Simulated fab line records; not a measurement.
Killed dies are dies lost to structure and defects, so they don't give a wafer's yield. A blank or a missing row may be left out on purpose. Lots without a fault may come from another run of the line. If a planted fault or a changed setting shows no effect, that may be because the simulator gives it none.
fab line records -- flow n5-finfet -- part 1 of 2: steps 1 to 23 of 28
record: lots: 5, wafers: 15, last-day: 19
route steps=1938 shown BEOL_M6@1256 BEOL_M7@1263
lots that met no fault: taken from a fault-free run of the same line
start-h: hours from the record's opening day to when the first of the lot's shown wafers began -- wait-h: hours from the lot's prior step to this one -- " unchanged from the row above -- L1.1+2: several wafers, shown together as one row -- - no value, or no start given -- * or withheld: withheld -- < > ~ a bound
route shown NAME@n: names a module that has steps shown in the file, with the first one's number in the route -- usual: mean/standard deviation of fault-free wafers -- same: alike in all rows -- chamber/n: place in a boat -- sites: the reading at each site -- _std_site: standard deviation of those values -- _edge_site: inner sites' mean taken away from outer sites' mean -- radius-mm: for every site, how far away it sits from the centre of the wafer -- mask NAME#n: copy n -- behind: the tool/chamber that last shaped the wafer -- hold: why the lot went on hold/how many hours it stayed there/how the hold came to an end -- device: the n, p or np transistor that did not switch -- end of line: the tests these same wafers got at the end of their route -- where a step has no rows: the recipe by itself -- killed: not the wafer's yield, but the dies lost to structure and defects at the first sort -- map: shows each die of a wafer: x if killed, . if not, _ if none is there
set.NAME: setting as actually run; set.NAME@STEP: the setting as run at that earlier step -- model.NAME: the simulator's own value behind a step, which no gauge read
lots seen at some steps along the route; tables by step, rows by wafer
services: when a tool's chamber went out of use (start-h, in hours from the record's first day, below 0 if earlier), for how many hours, and the reason
== steps ==
step: N5_BEOL_M6_ANNEAL_51
recipe: temp-c: 225, time-s: 90, ambient: N2
usual: wafer_temp_C_max: 225.86/0.29
same: time-s: 90
lot.wafer,tool,chamber,start-h,wait-h,wafer_temp_C_max
L076.1,rtp-anneal-01,0,229.14,0.2,225.63
L076.4,rtp-anneal-01,0,229.14,0.2,225.77
L076.6,rtp-anneal-01,0,229.14,0.2,225.52
L078.2,rtp-anneal-01,0,249.27,0.5,225.49
L078.3,rtp-anneal-01,0,249.27,0.5,225.44
L078.5,rtp-anneal-01,0,249.27,0.5,225.20
L092.1,rtp-anneal-02,0,336.04,0.1,225.92
L092.4,rtp-anneal-02,0,336.04,0.1,226.04
L092.6,rtp-anneal-02,0,336.04,0.1,225.70
L093.1,rtp-anneal-01,0,342.19,0.2,225.46
L093.3,rtp-anneal-01,0,342.19,0.2,225.63
L093.5,rtp-anneal-01,0,342.19,0.2,225.38
L095.2,rtp-anneal-02,0,344.00,0.3,225.54
L095.5,rtp-anneal-02,0,344.00,0.3,225.89
L095.6,rtp-anneal-02,0,344.00,0.3,225.77
step: N5_BEOL_M6_CMP_52
recipe: stop-on: SiCOH_lowk, t-overpolish-s: 6.9, down-force-psi: 1, platen-rpm: 50, clearing-platen-down-force-psi: 1.5, clearing-platen-rpm: 50, post-cmp-clean: cu-alkaline, target-thk-nm: 80, clearing-platen-pad-velocity-m-s: 0.99484, pad-velocity-m-s: 0.99484
usual: barrier-field-endpoint-s: 28.9/0.82, motor-current-A: 6.1/0.45, overpolish-run-s: 6.900/0.009, time-to-endpoint-s: 61/3.6
same: t-overpolish-s: 6.9
lot.wafer,tool,chamber,start-h,wait-h,barrier-field-endpoint-s,motor-current-A,overpolish-run-s,time-to-endpoint-s
L076.4,cmp-02,3,229.71,0.2,28.8,5.8,6.899,57
L076.1,cmp-02,1,229.71,0.2,28.7,6.0,6.890,58
L076.6,cmp-02,0,229.71,0.2,27.8,6.4,6.896,54
L078.2,cmp-04,0,249.57,0.3,30.7,6.1,6.910,68
L078.3,cmp-04,2,249.57,0.3,29.4,5.8,6.897,65
L078.5,cmp-04,0,249.57,0.3,30.0,6.0,6.889,68
L092.4,cmp-04,0,336.37,0.2,29.0,6.2,6.901,61
L092.1,cmp-04,1,336.37,0.2,27.7,6.8,6.895,56
L092.6,cmp-04,0,336.37,0.2,30.1,6.0,6.905,64
L093.1,cmp-02,2,342.56,0.3,27.9,6.2,6.901,61
L093.3,cmp-02,3,342.56,0.3,28.2,5.8,6.900,59
L093.5,cmp-02,0,342.56,0.3,27.9,6.6,6.901,57
L095.2,cmp-02,2,344.29,0.2,29.1,6.5,6.914,60
L095.6,cmp-02,1,344.29,0.2,30.4,5.8,6.894,62
L095.5,cmp-02,2,344.29,0.2,29.8,6.3,6.910,58
step: N5_BEOL_M6_THK_MEAS_53
recipe: thk-meas-gauge: xrf, reads: Cu_of_BEOL_M6_ECD_50
usual: M6_THK: 79.9/2.3
lot.wafer,tool,chamber,start-h,wait-h,M6_THK[nm]
L076.1,film-metro-02,-,230.00,-,78.3
L076.4,film-metro-02,-,230.00,-,76.8
L076.6,film-metro-02,-,230.00,-,77.2
L078.2,film-metro-02,-,249.83,-,84.1
L078.3,film-metro-02,-,249.83,-,84.9
L078.5,film-metro-02,-,249.83,-,84.6
L092.1,film-metro-02,-,336.63,-,79.5
L092.4,film-metro-02,-,336.63,-,79.8
L092.6,film-metro-02,-,336.63,-,81.1
L093.1,film-metro-02,-,342.78,-,78.5
L093.3,film-metro-02,-,342.78,-,77.1
L093.5,film-metro-02,-,342.78,-,78.5
L095.2,film-metro-02,-,344.55,-,78.1
L095.5,film-metro-02,-,344.55,-,78.6
L095.6,film-metro-02,-,344.55,-,78.8
step: N5_BEOL_M6_PRE_CLEAN_55
recipe: gas: NH3, time-s: 15, temp-c: withheld, rf-power-w: 300
same: time-s: 15
lot.wafer,tool,chamber,start-h,wait-h
L076.1+4+6,pecvd-04,"2,0,2",230.04,0.0
L078.2+3+5,pecvd-01,"2,1,2",249.86,0.0
L092.1+4+6,pecvd-04,"1,0,1",336.67,0.0
L093.1+3+5,pecvd-02,"0,2,0",342.81,0.0
L095.2+5+6,pecvd-04,"2,2,0",344.58,0.0
step: N5_BEOL_M6_DEP_56
recipe: material: SiCN, target-thk-a: 100, temp-c: withheld, precursor: 3MS/NH3, pressure-torr: 3, rf-w: 202, time-s: 17.5
usual: showerhead-plenum-p-Torr: 3.661/0.015, throttle-valve-pct: 9.1/0.51
same: time-s: 17.5
lot.wafer,tool,chamber,start-h,wait-h,showerhead-plenum-p-Torr,throttle-valve-pct
L076.1,pecvd-04,2,230.06,0.0,3.646,8.7
L076.4,pecvd-04,0,230.06,0.0,3.666,9.2
L076.6,pecvd-04,2,230.06,0.0,3.639,8.6
L078.2,pecvd-01,2,249.89,0.0,3.671,8.3
L078.3,pecvd-01,1,249.89,0.0,3.660,8.7
L078.5,pecvd-01,2,249.89,0.0,3.678,8.2
L092.1,pecvd-04,1,336.69,0.0,3.660,9.3
L092.4,pecvd-04,0,336.69,0.0,3.661,9.0
L092.6,pecvd-04,1,336.69,0.0,3.678,9.6
L093.1,pecvd-02,0,342.84,0.0,3.665,9.8
L093.3,pecvd-02,2,342.84,0.0,3.649,8.6
L093.5,pecvd-02,0,342.84,0.0,3.677,9.6
L095.2,pecvd-04,2,344.61,0.0,3.641,8.5
L095.5,pecvd-04,2,344.61,0.0,3.636,9.1
L095.6,pecvd-04,0,344.61,0.0,3.659,9.2
step: N5_BEOL_M6_RS_MEAS_57
recipe: thk-meas-gauge: four-point-probe, reads: Cu_of_BEOL_M6_ECD_50+Co_of_BEOL_M6_CVD_78+TaN_of_BEOL_M6_ALD_77
usual: M6_RS: 0.287/0.0095
lot.wafer,tool,chamber,start-h,wait-h,M6_RS[ohm/sq]
L076.1,film-metro-01,-,230.13,0.1,0.291
L076.4,film-metro-01,-,230.13,0.1,0.298
L076.6,film-metro-01,-,230.13,0.1,0.297
L078.2,film-metro-02,-,249.96,0.1,0.274
L078.3,film-metro-02,-,249.96,0.1,0.272
L078.5,film-metro-02,-,249.96,0.1,0.271
L092.1,film-metro-01,-,336.76,0.1,0.288
L092.4,film-metro-01,-,336.76,0.1,0.288
L092.6,film-metro-01,-,336.76,0.1,0.283
L093.1,film-metro-01,-,342.91,0.1,0.295
L093.3,film-metro-01,-,342.91,0.1,0.300
L093.5,film-metro-01,-,342.91,0.1,0.295
L095.2,film-metro-02,-,344.68,0.1,0.295
L095.5,film-metro-02,-,344.68,0.1,0.292
L095.6,film-metro-02,-,344.68,0.1,0.292
step: N5_BEOL_M6_INSPECT_58
recipe: inspect-instrument: darkfield, mode: post-dep
usual: raw-defect-count: 71/24
lot.wafer,tool,chamber,start-h,wait-h,raw-defect-count
L076.1,defect-inspect-01,-,230.16,0.0,82
L076.4,defect-inspect-01,-,230.16,0.0,112
L076.6,defect-inspect-01,-,230.16,0.0,109
L078.2,defect-inspect-02,-,249.98,0.0,38
L078.3,defect-inspect-02,-,249.98,0.0,62
L078.5,defect-inspect-02,-,249.98,0.0,80
L092.1,defect-inspect-02,-,336.78,0.0,79
L092.4,defect-inspect-02,-,336.78,0.0,58
L092.6,defect-inspect-02,-,336.78,0.0,122
L093.1,defect-inspect-01,-,342.93,0.0,48
L093.3,defect-inspect-01,-,342.93,0.0,101
L093.5,defect-inspect-01,-,342.93,0.0,58
L095.2,defect-inspect-02,-,344.70,0.0,74
L095.5,defect-inspect-02,-,344.70,0.0,71
L095.6,defect-inspect-02,-,344.70,0.0,53
step: N5_BEOL_M7_ILD_DEP_00
recipe: material: SiCOH_lowk, target-thk-a: 1797.5, temp-c: 300, precursor: DEMS/porogen, pressure-torr: 5, rf-w: 500, time-s: 33.4
usual: heater-power-w: 295/33, showerhead-plenum-p-Torr: 5.740/0.016, susceptor-temp-C: 299.99/0.19, throttle-valve-pct: 14.0/1.1
same: time-s: 33.4
lot.wafer,tool,chamber,start-h,wait-h,heater-power-w,showerhead-plenum-p-Torr,susceptor-temp-C,throttle-valve-pct
L076.1,pecvd-01,1,230.20,0.0,291,5.740,299.97,13.3
L076.4,pecvd-01,0,230.20,0.0,270,5.744,300.21,13.2
L076.6,pecvd-01,1,230.20,0.0,299,5.748,299.81,12.9
L078.2,pecvd-03,0,250.02,0.0,352,5.751,300.14,15.9
L078.3,pecvd-03,2,250.02,0.0,298,5.731,300.34,13.3
L078.5,pecvd-03,0,250.02,0.0,355,5.753,299.93,15.9
L092.1,pecvd-02,0,336.82,0.0,312,5.747,300.14,14.6
L092.4,pecvd-02,2,336.82,0.0,320,5.711,300.03,13.5
L092.6,pecvd-02,0,336.82,0.0,322,5.742,299.81,14.7
L093.1,pecvd-01,0,342.97,0.0,260,5.765,300.02,13.6
L093.3,pecvd-01,1,342.97,0.0,274,5.733,299.95,12.8
L093.5,pecvd-01,1,342.97,0.0,283,5.741,300.04,13.0
L095.2,pecvd-01,0,344.74,0.0,291,5.747,299.56,13.4
L095.5,pecvd-01,0,344.74,0.0,300,5.751,300.11,13.8
L095.6,pecvd-01,2,344.74,0.0,261,5.746,300.28,12.5
step: N5_BEOL_M7_CURE_74
recipe: temp-c: 385, time-s: 240, ambient: He/Ar, material: SiCOH_lowk
usual: lamp-power-pct: 52.31/0.05, wafer_temp_C_max: 386.6/0.57
same: time-s: 240
lot.wafer,tool,chamber,start-h,wait-h,lamp-power-pct,wafer_temp_C_max
L076.1,uv-cure-01,1,230.28,0.1,52.26,387.5
L076.4,uv-cure-01,1,230.28,0.1,52.27,387.9
L076.6,uv-cure-01,1,230.28,0.1,52.34,387.4
L078.2,uv-cure-02,2,250.16,0.1,52.37,386.1
L078.3,uv-cure-02,2,250.16,0.1,52.29,386.6
L078.5,uv-cure-02,2,250.16,0.1,52.38,386.7
L092.1,uv-cure-03,1,337.05,0.2,52.35,385.9
L092.4,uv-cure-03,1,337.05,0.2,52.25,385.8
L092.6,uv-cure-03,1,337.05,0.2,52.31,385.8
L093.1,uv-cure-02,2,343.52,0.5,52.25,386.4
L093.3,uv-cure-02,2,343.52,0.5,52.30,386.5
L093.5,uv-cure-02,2,343.52,0.5,52.30,386.1
L095.2,uv-cure-02,0,344.92,0.2,52.33,386.3
L095.5,uv-cure-02,0,344.92,0.2,52.29,386.2
L095.6,uv-cure-02,0,344.92,0.2,52.32,386.1
step: N5_BEOL_M7_THK_MEAS_01
recipe: reads: SiCOH_lowk_of_BEOL_M7_ILD_DEP_00
usual: M7_ILD_THK: 154.3/1.9
lot.wafer,tool,chamber,start-h,wait-h,M7_ILD_THK[nm]
L076.1,film-metro-02,-,230.80,0.4,153.0
L076.4,film-metro-02,-,230.80,0.4,155.8
L076.6,film-metro-02,-,230.80,0.4,152.6
L078.2,film-metro-01,-,250.60,0.4,153.0
L078.3,film-metro-01,-,250.60,0.4,153.3
L078.5,film-metro-01,-,250.60,0.4,155.3
L092.1,film-metro-02,-,337.56,0.4,155.0
L092.4,film-metro-02,-,337.56,0.4,155.6
L092.6,film-metro-02,-,337.56,0.4,155.8
L093.1,film-metro-01,-,344.03,0.4,153.2
L093.3,film-metro-01,-,344.03,0.4,154.5
L093.5,film-metro-01,-,344.03,0.4,156.0
L095.2,film-metro-02,-,345.35,0.4,156.5
L095.5,film-metro-02,-,345.35,0.4,158.2
L095.6,film-metro-02,-,345.35,0.4,156.0
step: N5_BEOL_M7_PECVD_70
recipe: material: SiO2, target-thk-a: 200, temp-c: 400, precursor: TEOS/O2, pressure-torr: 5.5, rf-w: 450, teos-flow-sccm: 53.8, gas: O2, flow-sccm: 3000, time-s: 22.7
usual: heater-power-w: 685/71, showerhead-plenum-p-Torr: 8.79/0.054, susceptor-temp-C: 400.01/0.21, throttle-valve-pct: 23.0/1.8
same: time-s: 22.7
lot.wafer,tool,chamber,start-h,wait-h,heater-power-w,showerhead-plenum-p-Torr,susceptor-temp-C,throttle-valve-pct
L076.1,pecvd-03,2,230.83,0.0,688,8.80,399.80,20.8
L076.4,pecvd-03,1,230.83,0.0,666,8.76,399.59,24.4
L076.6,pecvd-03,0,230.83,0.0,819,8.82,400.39,25.3
L078.2,pecvd-02,0,250.63,0.0,618,8.82,400.06,23.8
L078.3,pecvd-02,2,250.63,0.0,667,8.67,400.18,21.6
L078.5,pecvd-02,0,250.63,0.0,618,8.85,400.05,24.2
L092.1,pecvd-03,1,337.60,0.0,686,8.77,400.16,24.6
L092.4,pecvd-03,1,337.60,0.0,683,8.77,400.14,24.5
L092.6,pecvd-03,0,337.60,0.0,683,8.79,399.78,25.5
L093.1,pecvd-01,2,344.07,0.0,631,8.86,400.25,20.4
L093.3,pecvd-01,0,344.07,0.0,580,8.83,400.10,22.1
L093.5,pecvd-01,0,344.07,0.0,569,8.88,400.16,21.7
L095.2,pecvd-03,0,345.39,0.0,793,8.82,399.83,25.2
L095.5,pecvd-03,1,345.39,0.0,622,8.75,399.76,24.8
L095.6,pecvd-03,0,345.39,0.0,801,8.83,399.88,25.2
step: N5_BEOL_M7_HM_DEP_02
recipe: material: TiN, target-thk-a: 200, temp-c: 25, chamber-pressure-pa: 0.49996
usual: chamber-pressure-pa: 0.4998/0.00099, susceptor-temp-C: 25.00/0.094, throttle-valve-pct: 30.1/1.4
lot.wafer,tool,chamber,start-h,wait-h,chamber-pressure-pa,susceptor-temp-C,throttle-valve-pct
L076.1,pvd-sputter-03,-,232.12,1.3,0.4973,25.11,30.8
L076.4,pvd-sputter-03,-,232.12,1.3,0.5015,25.11,28.2
L076.6,pvd-sputter-03,-,232.12,1.3,0.4995,25.00,28.2
L078.2,pvd-sputter-03,-,253.30,2.7,0.5006,24.86,28.4
L078.3,pvd-sputter-03,-,253.30,2.7,0.5011,24.85,28.0
L078.5,pvd-sputter-03,-,253.30,2.7,0.4987,24.98,30.5
L092.1,pvd-sputter-03,-,338.83,1.2,0.4985,25.06,30.0
L092.4,pvd-sputter-03,-,338.83,1.2,0.4984,24.98,30.8
L092.6,pvd-sputter-03,-,338.83,1.2,0.4984,25.02,30.8
L093.1,pvd-sputter-03,-,344.15,0.1,0.4999,25.00,28.0
L093.3,pvd-sputter-03,-,344.15,0.1,0.4999,25.12,30.8
L093.5,pvd-sputter-03,-,344.15,0.1,0.4978,25.16,28.4
L095.2,pvd-sputter-02,-,347.00,1.6,0.4992,24.99,30.3
L095.5,pvd-sputter-02,-,347.00,1.6,0.5017,25.00,28.0
L095.6,pvd-sputter-02,-,347.00,1.6,0.5002,25.12,31.2
step: N5_BEOL_M7_COAT_59
recipe: resist: SOC, temp-c: 250, time-s: 60, spin-rpm: 1500, resist-thk-nm: 100
usual: dispense-pressure-kPa: 48/3.1, resist-line-temp-C: 23.00/0.1
same: time-s: 60
lot.wafer,tool,chamber,start-h,wait-h,dispense-pressure-kPa,resist-line-temp-C
L076.1,litho-track-01,0,232.25,0.1,51,22.91
L076.4,litho-track-01,0,232.25,0.1,51,23.21
L076.6,litho-track-01,0,232.25,0.1,51,23.00
L078.2,litho-track-01,0,253.43,0.1,51,23.01
L078.3,litho-track-01,0,253.43,0.1,51,22.89
L078.5,litho-track-01,0,253.43,0.1,51,23.04
L092.1,litho-track-01,0,338.95,0.1,51,23.04
L092.4,litho-track-01,0,338.95,0.1,51,23.06
L092.6,litho-track-01,0,338.95,0.1,51,22.95
L093.1,litho-track-01,0,344.27,0.1,51,22.89
L093.3,litho-track-01,0,344.27,0.1,51,22.99
L093.5,litho-track-01,0,344.27,0.1,51,22.92
L095.2,litho-track-04,0,347.13,0.1,50,22.95
L095.5,litho-track-04,0,347.13,0.1,50,22.89
L095.6,litho-track-04,0,347.13,0.1,50,22.97
step: N5_BEOL_M7_COAT_60
recipe: resist: SiARC, temp-c: 220, time-s: 60, spin-rpm: 1500, resist-thk-nm: 35
usual: dispense-pressure-kPa: 48/3.1, resist-line-temp-C: 22.99/0.095
same: time-s: 60
lot.wafer,tool,chamber,start-h,wait-h,dispense-pressure-kPa,resist-line-temp-C
L076.1,litho-track-01,0,-,-,51,22.91
L076.4,litho-track-01,0,-,-,51,22.92
L076.6,litho-track-01,0,-,-,51,22.93
L078.2,litho-track-01,0,-,-,51,23.13
L078.3,litho-track-01,0,-,-,51,23.14
L078.5,litho-track-01,0,-,-,51,22.98
L092.1,litho-track-01,0,-,-,51,23.04
L092.4,litho-track-01,0,-,-,51,23.00
L092.6,litho-track-01,0,-,-,51,22.83
L093.1,litho-track-01,0,-,-,51,22.95
L093.3,litho-track-01,0,-,-,51,23.10
L093.5,litho-track-01,0,-,-,51,22.93
L095.2,litho-track-04,0,-,-,50,22.87
L095.5,litho-track-04,0,-,-,50,22.85
L095.6,litho-track-04,0,-,-,50,22.87
step: N5_BEOL_M7_COAT_05
recipe: resist: CAR-ArF, spin-rpm: 1500, resist-thk-nm: 90
usual: dispense-pressure-kPa: 48/3.1, resist-line-temp-C: 23.01/0.11
lot.wafer,tool,chamber,start-h,wait-h,dispense-pressure-kPa,resist-line-temp-C
L076.1,litho-track-01,0,-,-,51,22.91
L076.4,litho-track-01,0,-,-,51,22.88
L076.6,litho-track-01,0,-,-,51,23.26
L078.2,litho-track-01,0,-,-,51,22.95
L078.3,litho-track-01,0,-,-,51,22.90
L078.5,litho-track-01,0,-,-,51,23.13
L092.1,litho-track-01,0,-,-,51,22.94
L092.4,litho-track-01,0,-,-,51,22.82
L092.6,litho-track-01,0,-,-,51,22.95
L093.1,litho-track-01,0,-,-,51,23.19
L093.3,litho-track-01,0,-,-,51,23.10
L093.5,litho-track-01,0,-,-,51,22.97
L095.2,litho-track-04,0,-,-,50,23.07
L095.5,litho-track-04,0,-,-,50,23.18
L095.6,litho-track-04,0,-,-,50,23.06
step: N5_BEOL_M7_EBR_07
recipe: solvent: PGMEA, ebr-width-mm: 1.5
usual: resist-line-temp-C: 23.04/0.11
lot.wafer,tool,chamber,start-h,wait-h,resist-line-temp-C
L076.1,litho-track-01,0,-,-,22.96
L076.4,litho-track-01,0,-,-,22.98
L076.6,litho-track-01,0,-,-,22.99
L078.2,litho-track-01,0,-,-,23.08
L078.3,litho-track-01,0,-,-,23.14
L078.5,litho-track-01,0,-,-,23.08
L092.1,litho-track-01,0,-,-,23.20
L092.4,litho-track-01,0,-,-,23.14
L092.6,litho-track-01,0,-,-,23.14
L093.1,litho-track-01,0,-,-,23.01
L093.3,litho-track-01,0,-,-,23.03
L093.5,litho-track-01,0,-,-,23.10
L095.2,litho-track-04,0,-,-,23.15
L095.5,litho-track-04,0,-,-,23.00
L095.6,litho-track-04,0,-,-,23.10
step: N5_BEOL_M7_SOFTBAKE_06
recipe: temp-c: 110, time-s: 60, resist: CAR-ArF
usual: resist-line-temp-C: 22.99/0.1
same: time-s: 60
lot.wafer,tool,chamber,start-h,wait-h,resist-line-temp-C
L076.1,litho-track-01,0,-,-,22.99
L076.4,litho-track-01,0,-,-,22.90
L076.6,litho-track-01,0,-,-,22.97
L078.2,litho-track-01,0,-,-,23.04
L078.3,litho-track-01,0,-,-,23.06
L078.5,litho-track-01,0,-,-,23.07
L092.1,litho-track-01,0,-,-,22.83
L092.4,litho-track-01,0,-,-,23.00
L092.6,litho-track-01,0,-,-,22.86
L093.1,litho-track-01,0,-,-,22.89
L093.3,litho-track-01,0,-,-,22.95
L093.5,litho-track-01,0,-,-,23.02
L095.2,litho-track-04,0,-,-,23.04
L095.5,litho-track-04,0,-,-,23.02
L095.6,litho-track-04,0,-,-,22.86
step: N5_BEOL_M7_EXPOSE_08
recipe: mask-id: M7, na: 1.35, source-shape: dipole, sigma-inner: 0.817, sigma-outer: 0.97, polarization: te, dose-mj: 68.25
lot.wafer,tool,chamber,start-h,wait-h,mask
L076.1+4+6,arfi-scanner-03,0,232.37,-,M7#0
L078.2+3+5,arfi-scanner-02,0,253.68,-,M7#0
L092.1+4+6,arfi-scanner-01,0,339.07,-,M7#0
L093.1+3+5,arfi-scanner-01,0,344.39,-,M7#0
L095.2+5+6,arfi-scanner-01,0,347.25,-,M7#0
step: N5_BEOL_M7_PEB_09
recipe: peb-temp-c: withheld, peb-time-s: 60, resist: CAR-ArF
usual: resist-line-temp-C: 23.03/0.098
lot.wafer,tool,chamber,start-h,wait-h,resist-line-temp-C
L076.1,litho-track-01,0,232.43,0.1,23.06
L076.4,litho-track-01,0,232.43,0.1,23.13
L076.6,litho-track-01,0,232.43,0.1,23.14
L078.2,litho-track-02,0,253.74,0.0,22.99
L078.3,litho-track-02,0,253.74,0.0,23.04
L078.5,litho-track-02,0,253.74,0.0,22.88
L092.1,litho-track-01,0,339.13,0.1,22.88
L092.4,litho-track-01,0,339.13,0.1,23.07
L092.6,litho-track-01,0,339.13,0.1,23.03
L093.1,litho-track-01,0,344.45,0.1,22.92
L093.3,litho-track-01,0,344.45,0.1,22.85
L093.5,litho-track-01,0,344.45,0.1,22.91
L095.2,litho-track-04,0,347.31,0.1,22.89
L095.5,litho-track-04,0,347.31,0.1,23.09
L095.6,litho-track-04,0,347.31,0.1,23.15
step: N5_BEOL_M7_DEVELOP_10
recipe: develop-time-s: 30, developer: TMAH, resist: CAR-ArF, rinse-liquid: diw, dry: air-spin, dev-temp-c: 23
usual: resist-line-temp-C: 23.03/0.096
lot.wafer,tool,chamber,start-h,wait-h,resist-line-temp-C
L076.1,litho-track-01,0,-,-,22.88
L076.4,litho-track-01,0,-,-,23.07
L076.6,litho-track-01,0,-,-,23.07
L078.2,litho-track-02,0,-,-,23.16
L078.3,litho-track-02,0,-,-,23.01
L078.5,litho-track-02,0,-,-,23.15
L092.1,litho-track-01,0,-,-,23.18
L092.4,litho-track-01,0,-,-,22.96
L092.6,litho-track-01,0,-,-,23.13
L093.1,litho-track-01,0,-,-,23.26
L093.3,litho-track-01,0,-,-,22.94
L093.5,litho-track-01,0,-,-,23.04
L095.2,litho-track-04,0,-,-,23.13
L095.5,litho-track-04,0,-,-,23.19
L095.6,litho-track-04,0,-,-,23.14
step: N5_BEOL_M7_CD_MEAS_11
recipe: target-cd-nm: 38.5, landing-energy-ev: 500, detector: se-inlens, polarity: opening
usual: cd-nm: 38.6/0.44
lot.wafer,tool,chamber,start-h,wait-h,cd-nm
L076.1,cd-sem-03,0,232.49,-,38.4
L076.4,cd-sem-03,0,232.49,-,37.8
L076.6,cd-sem-03,0,232.49,-,37.4
L078.2,cd-sem-03,0,253.80,-,38.8
L078.3,cd-sem-03,0,253.80,-,38.0
L078.5,cd-sem-03,0,253.80,-,38.3
L092.1,cd-sem-03,0,339.20,-,38.2
L092.4,cd-sem-03,0,339.20,-,38.3
L092.6,cd-sem-03,0,339.20,-,38.6
L093.1,cd-sem-02,0,344.52,-,38.4
L093.3,cd-sem-02,0,344.52,-,38.5
L093.5,cd-sem-02,0,344.52,-,38.7
L095.2,cd-sem-01,0,347.38,-,38.0
L095.5,cd-sem-01,0,347.38,-,38.0
L095.6,cd-sem-01,0,347.38,-,38.4
step: N5_BEOL_M7_OVL_MEAS_12
recipe: points-per-wafer: 44
usual: M7_OVL: -0.1/0.74
lot.wafer,tool,chamber,start-h,wait-h,M7_OVL[nm]
L076.1,overlay-01,0,232.53,0.0,1.0
L076.4,overlay-01,0,232.53,0.0,-0.1
L076.6,overlay-01,0,232.53,0.0,1.0
L078.2,overlay-02,0,253.83,0.0,1.1
L078.3,overlay-02,0,253.83,0.0,1.7
L078.5,overlay-02,0,253.83,0.0,0.9
L092.1,overlay-01,0,339.23,0.0,0.2
L092.4,overlay-01,0,339.23,0.0,-0.8
L092.6,overlay-01,0,339.23,0.0,-0.8
L093.1,overlay-02,0,344.55,0.0,-1.2
L093.3,overlay-02,0,344.55,0.0,-1.2
L093.5,overlay-02,0,344.55,0.0,-0.7
L095.2,overlay-01,0,347.41,0.0,-0.3
L095.5,overlay-01,0,347.41,0.0,0.6
L095.6,overlay-01,0,347.41,0.0,0.4
step: N5_BEOL_M7_INSPECT_13
recipe: mode: adi, inspect-instrument: brightfield
usual: raw-defect-count: 411/98
lot.wafer,tool,chamber,start-h,wait-h,raw-defect-count
L076.1,defect-inspect-01,-,232.55,0.0,442
L076.4,defect-inspect-01,-,232.55,0.0,624
L076.6,defect-inspect-01,-,232.55,0.0,490
L078.2,defect-inspect-02,-,253.86,0.0,400
L078.3,defect-inspect-02,-,253.86,0.0,361
L078.5,defect-inspect-02,-,253.86,0.0,278
L092.1,defect-inspect-01,-,339.25,0.0,395
L092.4,defect-inspect-01,-,339.25,0.0,342
L092.6,defect-inspect-01,-,339.25,0.0,378
L093.1,defect-inspect-02,-,344.58,0.0,349
L093.3,defect-inspect-02,-,344.58,0.0,448
L093.5,defect-inspect-02,-,344.58,0.0,315
L095.2,defect-inspect-01,-,347.43,0.0,358
L095.5,defect-inspect-01,-,347.43,0.0,321
L095.6,defect-inspect-01,-,347.43,0.0,371
